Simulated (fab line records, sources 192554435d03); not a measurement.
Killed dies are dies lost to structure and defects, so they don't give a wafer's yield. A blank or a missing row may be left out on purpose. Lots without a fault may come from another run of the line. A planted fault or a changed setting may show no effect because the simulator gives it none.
Split-lot experiment | flow n5_finfet | 7 lots, 39 wafers read, on a route of 1938 steps

THE SPLIT
At N5_FIN_SAQP_SPACER2_ALD_28 (deposits SiO2, target thk 8.1 nm, pulse time 1 s, purge time 2 s), the setting target_thk_a was moved away from the recipe's 81 angstrom on 12 of the 39 wafers read, by -7.8% to +12.8%. The other wafers ran this setting at the recipe's value.

FROM THE SPLIT TO THE READING: what the file shows between them, 6 steps
- N5_FIN_SAQP_SPACER2_ETCHBACK_29: etches SiO2 in CHF3/O2, target depth 12.2 nm, time 6.1 s
- N5_FIN_SAQP_MANDREL2_REMOVE_60: chemistry HBr/Cl2/O2, target a-Si, stops on SiNx, bt time 10 s
- N5_FIN_SAQP_HM_OPEN_33: chemistry CH3F/O2, target SiNx, target depth 49.4 nm, time 70.6 s
- N5_FIN_SAQP_ETCH_34: etches SiO2 in C4F6/O2, target depth 45 nm, time 15 s
- N5_FIN_SAQP_STRIP_77: strips in N2/H2, time 90 s
- N5_FIN_SAQP_ETCH_64: etches SiO2 in CF4, target depth 1.5 nm

THE READING
FIN_SAQP.cd_nm (the simulator's own value, which no gauge read), in nm, at N5_FIN_SAQP_FIN_ETCH_36 (etches the open film in HBr/Cl2/O2, target depth 120 nm, time 50.4 s). The file gives no usual value for it. The 27 wafers here that ran the recipe average 8.2 nm, standard deviation 0.13 nm.

wafer  | tool, chamber at the split | target_thk_a as run, angstrom | against the recipe | FIN_SAQP.cd_nm, nm | against lot-mates on the recipe
L077.1 | ald_sin-04, 1,2            | 81                            | recipe             | 8.2                | -
L077.5 | ald_sin-04, 1,2            | 81                            | recipe             | 8.2                | -
L077.6 | ald_sin-04, 1              | 81                            | recipe             | 8                  | -
L087.1 | ald_sin-02, 3,1,2          | 91.4                          | +12.8%             | 9.4                | +1.3
L087.2 | ald_sin-02, 3,1,2          | 91.4                          | +12.8%             | 9.2                | +1.1
L087.3 | ald_sin-02, 3,1,2          | 91.4                          | +12.8%             | 9.2                | +1.1
L087.4 | ald_sin-02, 0,2,1          | 81                            | recipe             | 8.2                | -
L087.5 | ald_sin-02, 0,2,1          | 81                            | recipe             | 8                  | -
L087.6 | ald_sin-02, 0,2,1          | 81                            | recipe             | 8                  | -
L088.1 | ald_sin-02, 1,3,0,2,3      | 81                            | recipe             | 8.2                | -
L088.2 | ald_sin-02, 1,3,0,2,3      | 81                            | recipe             | 8.2                | -
L088.3 | ald_sin-02, 2              | 81                            | recipe             | 8.2                | -
L088.5 | ald_sin-02, 1,3,0,2,3      | 81                            | recipe             | 8.2                | -
L088.6 | ald_sin-02, 1,3,0,2,3      | 81                            | recipe             | 8.2                | -
L088.4 | ald_sin-02, 1,3,0,2,3      | 81                            | recipe             | 8.4                | -
L089.1 | ald_sin-03, 1,2,0          | 87.4                          | +7.9%              | 9                  | +0.9
L089.2 | ald_sin-03, 3              | 81                            | recipe             | 8.2                | -
L089.5 | ald_sin-03, 3              | 81                            | recipe             | 8.2                | -
L089.3 | ald_sin-03, 1,2,0          | 87.4                          | +7.9%              | 8.8                | +0.7
L089.6 | ald_sin-03, 1,2,0          | 87.4                          | +7.9%              | 8.8                | +0.7
L089.4 | ald_sin-03, 0              | 81                            | recipe             | 8                  | -
L092.1 | ald_sin-04, 0              | 81                            | recipe             | 8.2                | -
L092.3 | ald_sin-04, 2,3,1,0,3      | 81                            | recipe             | 8.2                | -
L092.5 | ald_sin-04, 2,3,1,0,3      | 81                            | recipe             | 8.2                | -
L092.2 | ald_sin-04, 2,3,1,0,3      | 81                            | recipe             | 8.4                | -
L092.4 | ald_sin-04, 2,3,1,0,3      | 81                            | recipe             | 8.4                | -
L092.6 | ald_sin-04, 2,3,1,0,3      | 81                            | recipe             | 8.4                | -
L095.1 | ald_sin-02, 1,0            | 74.67                         | -7.8%              | 7.4                | -0.6
L095.3 | ald_sin-02, 3              | 74.67                         | -7.8%              | 7.4                | -0.6
L095.2 | ald_sin-02, 2,3            | 81                            | recipe             | 8                  | -
L095.5 | ald_sin-02, 2,3            | 81                            | recipe             | 8                  | -
L095.6 | ald_sin-02, 2              | 81                            | recipe             | 8                  | -
L095.4 | ald_sin-02, 1,0            | 74.67                         | -7.8%              | 7.6                | -0.4
L096.1 | ald_sin-04, 0,2,3          | 88.24                         | +8.9%              | 8.8                | +0.7
L096.5 | ald_sin-04, 0,2,3          | 88.24                         | +8.9%              | 8.8                | +0.7
L096.2 | ald_sin-04, 3,1,0          | 81                            | recipe             | 8                  | -
L096.6 | ald_sin-04, 3,1,0          | 81                            | recipe             | 8                  | -
L096.3 | ald_sin-04, 0,2,3          | 88.24                         | +8.9%              | 8.6                | +0.5
L096.4 | ald_sin-04, 3,1,0          | 81                            | recipe             | 8.2                | -
Where a row lists several chambers, the file gives one row for several wafers and doesn't say which wafer went through which chamber.

THE FIT
A straight line over all 39 wafers: FIN_SAQP.cd_nm changes by +0.0828 nm for each +1% of target_thk_a; r = +0.95; the points scatter about the line by 0.14 nm.
The same after taking each lot's own level away (the mean of its wafers on the recipe; 39 wafers): +0.084 nm for each +1%; r = +0.97; scatter 0.11 nm.
On that fit, the largest move of target_thk_a shifts the reading by 1.1 nm.
The lots' own levels span 8.00 to 8.30 nm, that is 2.2 times the standard deviation above.
So the lot-to-lot level changes the slope little: the two slopes agree.
Check: with one of the wafers moved furthest among these (+12.8%) left out of the fit, the line predicts +1.05 nm for it against its lot-mates. It came out at +1.33 nm against them.

OTHER SPLITS ON THESE WAFERS
These wafers also went through other splits before the reading. Each is held against what the fit with the lots' levels taken away leaves over:
other split on the same wafers | wafers away from the commonest value | r with FIN_SAQP.cd_nm (lot level and that fit taken away)
N5_FIN_SAQP_ETCH_52 source_w   | 9                                    | -0.04

THE WHOLE CHAIN: every reading that the file lists as answering this split, in the file's order
step                           | what it does                                                         | reading                                                                                 | change (the file's fit)                | r (the file's)
N5_FIN_SAQP_SPACER2_ALD_28     | deposits SiO2, target thk 8.1 nm, pulse time 1 s, purge time 2 s     | SiO2_of_FIN_SAQP_SPACER2_ALD_28.thk_nm (the simulator's own value, which no gauge read) | +0.0827 nm for each +1% of the setting | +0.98
N5_FIN_SAQP_MANDREL2_REMOVE_60 | chemistry HBr/Cl2/O2, target a-Si, stops on SiNx, bt time 10 s       | FIN_SAQP.cd_nm (the simulator's own value, which no gauge read)                         | +0.0813 nm for each +1% of the setting | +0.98
N5_FIN_SAQP_HM_OPEN_33         | chemistry CH3F/O2, target SiNx, target depth 49.4 nm, time 70.6 s    | FIN_SAQP.cd_nm (the simulator's own value, which no gauge read)                         | +0.0797 nm for each +1% of the setting | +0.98
N5_FIN_SAQP_ETCH_34            | etches SiO2 in C4F6/O2, target depth 45 nm, time 15 s                | FIN_SAQP.cd_nm (the simulator's own value, which no gauge read)                         | +0.0743 nm for each +1% of the setting | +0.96
N5_FIN_SAQP_ETCH_64            | etches SiO2 in CF4, target depth 1.5 nm                              | FIN_SAQP.cd_nm (the simulator's own value, which no gauge read)                         | +0.0767 nm for each +1% of the setting | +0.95
N5_FIN_SAQP_FIN_ETCH_36        | etches the open film in HBr/Cl2/O2, target depth 120 nm, time 50.4 s | FIN_SAQP.cd_nm (the simulator's own value, which no gauge read)                         | +0.0851 nm for each +1% of the setting | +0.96

THE FILE'S OWN FIT
FIN_SAQP.cd_nm changes by +0.0851 nm for each +1% of target_thk_a, r = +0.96.
